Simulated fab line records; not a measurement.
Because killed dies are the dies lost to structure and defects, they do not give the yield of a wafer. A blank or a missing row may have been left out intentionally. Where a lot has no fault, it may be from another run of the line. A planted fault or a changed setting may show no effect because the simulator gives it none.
What tool caused it?    flow n5_finfet    30 wafers from 10 lots sampled at 5 of the route's 1938 steps

== WHAT EACH GAUGE READ, for each wafer ==
N5_PMOS_HMC_CHANNEL_EPI_INSPECT_30: inspects for defects (darkfield). Usual: 20 for raw_defect_count, sd 6.8.
lot   measured     on                 raw_defect_count  flag
L583  day 1 20:19  defect_inspect-01  27 19 24          
L587  day 2 19:53  defect_inspect-01  19 21 12          
L591  day 3 20:26  defect_inspect-01  22 19 21          
L592  day 4 02:56  defect_inspect-02  13 16 18          
L598  day 5 14:04  defect_inspect-02  11 17 26          
L599  day 5 20:19  defect_inspect-02  24 34 17          
L601  day 6 09:43  defect_inspect-02  12 10 28          
L603  day 6 20:29  defect_inspect-02  14 17 22          
L604  day 7 02:03  defect_inspect-02  12 16 25          
L606  day 7 13:56  defect_inspect-02  22 15 10          

N5_FIN_SAQP_CD_MEAS_16: the cd target is 35.6 nm. Usual: 35.66 nm for cd_nm, sd 0.27.
lot   measured     on         cd_nm (nm)         flag
L583  day 1 21:31  cd_sem-02  35.97 35.29 35.71  
L587  day 2 21:17  cd_sem-02  35.87 35.50 35.85  
L591  day 3 21:47  cd_sem-02  36.37 36.23 35.88  
L592  day 4 04:25  cd_sem-03  35.80 36.32 35.85  
L598  day 5 15:23  cd_sem-01  35.39 35.71 35.48  
L599  day 5 21:39  cd_sem-03  35.60 35.76 35.36  
L601  day 6 11:09  cd_sem-03  36.11 35.85 35.55  
L603  day 6 21:49  cd_sem-03  35.56 35.31 35.61  
L604  day 7 03:23  cd_sem-03  35.97 35.68 35.88  
L606  day 7 15:25  cd_sem-02  35.67 35.23 35.80  

N5_BEOL_M4_RC_MEAS_101. Usual: DIBL_N 36.4 mV/V, standard deviation 1.4; DIBL_P 36.3 mV/V, standard deviation 1.8; IOFF_N 0.163 nA/um, standard deviation 0.024; IOFF_P 0.21 nA/um, standard deviation 0.034; ION_N 673 uA/um, standard deviation 11; ION_P 461 uA/um, standard deviation 7.4; SS_N 71.6 mV/dec, standard deviation 0.52; SS_P 73.3 mV/dec, standard deviation 0.58; VT_N 249.4 mV, standard deviation 2.5; VT_P -250 mV, standard deviation 3.5.
lot   measured      on         DIBL_N (mV/V)   DIBL_P (mV/V)   IOFF_N (nA/um)     IOFF_P (nA/um)  ION_N (uA/um)  ION_P (uA/um)  SS_N (mV/dec)   SS_P (mV/dec)   VT_N (mV)          VT_P (mV)       flag
L583  day 8 00:08   prober-02  36.6 35.5 36.9  36.5 34.1 37.0  0.169 0.153 0.187  0.20 0.18 0.21  686 669 699    462 451 465    70.9 70.7 71.5  72.7 72.3 73.4  248.1 248.6 246.2  -253 -252 -252  
L587  day 9 00:22   prober-02  34.6 36.9 37.7  33.8 36.4 38.1  0.118 0.154 0.176  0.20 0.25 0.27  651 661 682    458 462 477    70.6 72.2 72.1  72.5 72.9 74.1  254.1 247.8 249.6  -248 -247 -243  
L591  day 9 20:26   prober-02  36.0 35.0 36.5  36.8 35.7 37.7  0.169 0.145 0.174  0.23 0.21 0.26  665 666 680    461 457 475    72.1 71.0 71.9  73.5 73.2 73.9  248.2 248.0 247.9  -247 -249 -244  
L592  day 10 09:15  prober-01  36.0 34.4 35.0  35.9 34.8 34.5  0.159 0.137 0.145  0.20 0.18 0.18  652 651 659    450 451 446    72.2 70.9 71.7  73.1 72.5 73.3  250.4 252.9 254.1  -250 -254 -253  
L598  day 11 20:21  prober-01  35.4 34.9 36.1  36.8 35.6 36.5  0.153 0.145 0.154  0.22 0.20 0.21  674 648 666    461 450 458    71.8 71.6 71.9  72.6 73.0 73.0  250.4 251.5 252.0  -249 -251 -251  
L599  day 11 21:12  prober-02  37.7 35.0 35.7  35.9 33.7 33.7  0.174 0.124 0.138  0.21 0.17 0.17  663 661 653    451 455 448    72.5 71.4 71.8  73.4 73.3 72.7  252.2 254.1 252.6  -249 -250 -256  
L601  day 11 22:14  prober-01  35.6 35.3 37.2  34.6 34.4 37.2  0.142 0.139 0.175  0.17 0.17 0.21  658 671 675    449 454 463    71.2 71.2 71.5  72.6 72.4 73.6  251.1 253.0 246.6  -254 -258 -252  
L603  day 12 22:25  prober-01  39.8 38.6 38.2  39.1 37.8 37.4  0.201 0.186 0.171  0.26 0.25 0.23  667 684 666    458 467 463    71.8 71.5 71.7  74.0 73.6 73.3  250.8 249.1 248.9  -245 -245 -247  
L604  day 13 15:14  prober-02  35.1 36.0 35.1  34.8 35.2 35.0  0.137 0.146 0.142  0.19 0.20 0.20  665 666 662    460 455 456    70.9 71.1 70.9  73.0 72.9 72.6  250.8 251.1 248.0  -250 -250 -248  
L606  day 13 18:05  prober-01  37.4 40.3 36.6  35.5 38.7 33.9  0.158 0.217 0.146  0.23 0.30 0.22  674 691 656    466 465 458    71.0 72.4 71.6  73.2 73.9 72.1  249.3 245.3 254.2  -247 -242 -247  

== WHICH TOOL RAN EACH LOT (tool, then ch and the chambers of the sampled wafers, then the start) ==
lot   N5_PMOS_HMC_CHANNEL_EPI_ETCH_38  N5_FIN_SAQP_COAT_49
L583  rie_si-04 ch 0,1,3, day 1 18:01  litho_track-05 ch 0, day 1 21:16
L587  rie_si-01 ch 0,1, day 2 17:35    litho_track-05 ch 0, day 2 20:54
L591  rie_si-03 ch 0,1, day 3 18:02    litho_track-05 ch 0, day 3 21:25
L592  rie_si-03 ch 0,1, day 4 00:12    litho_track-04 ch 0, day 4 04:02
L598  rie_si-04 ch 0,3, day 5 11:45    litho_track-05 ch 0, day 5 15:01
L599  rie_si-03 ch 1,3, day 5 17:54    litho_track-05 ch 0, day 5 21:17
L601  rie_si-03 ch 0,2,3, day 6 06:23  litho_track-04 ch 0, day 6 10:55
L603  rie_si-04 ch 0,1, day 6 18:11    litho_track-04 ch 0, day 6 21:26
L604  rie_si-01 ch 1,3, day 6 23:45    litho_track-01 ch 0, day 7 03:01
L606  rie_si-01 ch 0,2,3, day 7 11:38  litho_track-01 ch 0, day 7 15:02
- N5_PMOS_HMC_CHANNEL_EPI_ETCH_38: etches SiO2 in CF4, target depth 1.5 nm.
- N5_FIN_SAQP_COAT_49: time 60 s, resist thk 100 nm.

== AS READ BY THE TOOLS THEMSELVES (means over the sampled wafers that have a number; for cases with no such wafer, the mark the record gives instead) ==
N5_PMOS_HMC_CHANNEL_EPI_ETCH_38. Usual: bias_w 400.1 W, standard deviation 1.2; drypump_motor_current_A 5.7 A, standard deviation 0.47; oes_product_au 1.004 a.u., standard deviation 0.016; throttle_valve_pct 21.79 %, standard deviation 0.23.
lot   tool       bias_w (W)  drypump_motor_current_A (A)  oes_product_au (a.u.)  throttle_valve_pct (%)  flag
L583  rie_si-04  400.6       6.1                          0.993                  21.76                   
L587  rie_si-01  399.9       6.1                          1.002                  21.86                   
L591  rie_si-03  400.2       5.6                          1.014                  21.39                   
L592  rie_si-03  401.5       5.5                          1.015                  21.40                   
L598  rie_si-04  400.2       5.9                          0.984                  21.76                   
L599  rie_si-03  399.9       6.1                          1.018                  21.86                   
L601  rie_si-03  400.3       5.7                          1.005                  21.71                   
L603  rie_si-04  401.0       6.1                          1.007                  21.78                   
L604  rie_si-01  400.0       5.8                          1.009                  21.79                   
L606  rie_si-01  401.1       5.4                          1.015                  21.97                   

N5_FIN_SAQP_COAT_49. Usual: exhaust_pa 45.2 Pa, standard deviation 0.88; spin_speed_rpm 1500.0 rpm, standard deviation 1.
lot   tool            exhaust_pa (Pa)  spin_speed_rpm (rpm)  flag
L583  litho_track-05  44.9             1500.1                
L587  litho_track-05  45.3             1500.9                
L591  litho_track-05  45.2             1499.9                
L592  litho_track-04  44.5             1499.7                
L598  litho_track-05  45.7             1543.3                OFF
L599  litho_track-05  44.4             1545.5                OFF
L601  litho_track-04  44.7             1500.1                
L603  litho_track-04  45.3             1500.9                
L604  litho_track-01  45.1             1500.7                
L606  litho_track-01  44.7             1499.1                

== THE ANSWER, worked out from the rows above alone ==
Rule: lot off if the mean of its wafers having a number is beyond 3 standard deviations from the usual mean. A lot without any number at a reading at which 4 lots or more have one is off too. Where the step has rows for the other lots, those lots are counted as sound. After the gauges, taken in route order, come the tools' own readings; for these a lot's mean is taken, as printed above. The first step at which some lot is off is used, and at that step the reading that is off furthest; a lot without a number counts as furthest.
Off, at N5_FIN_SAQP_COAT_49 on spin_speed_rpm: L598, L599.
A tool fits if, at that step or a process step before it, it ran every lot that is off, and no sound lot after the first of them. One fits: litho_track-05 at N5_FIN_SAQP_COAT_49. A fault onset in the window from L591 (day 3 21:25, its last sound lot) to L598 (day 5 15:01, its first lot off) fits.
The tool's own readings at N5_FIN_SAQP_COAT_49 bear it out: on the lots that are off they differ by more than 5 times the standard deviation of the sound lots' means. spin_speed_rpm reads 1544.4 rpm there against 1500.2 rpm on the sound lots.

== WHAT WAS PUT IN BY THE SIMULATOR ==
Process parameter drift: litho_track-05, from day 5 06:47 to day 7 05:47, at N5_FIN_SAQP_COAT_49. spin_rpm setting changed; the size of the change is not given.
Struck lots among those shown: L598, L599. This agrees with what the rule above found.
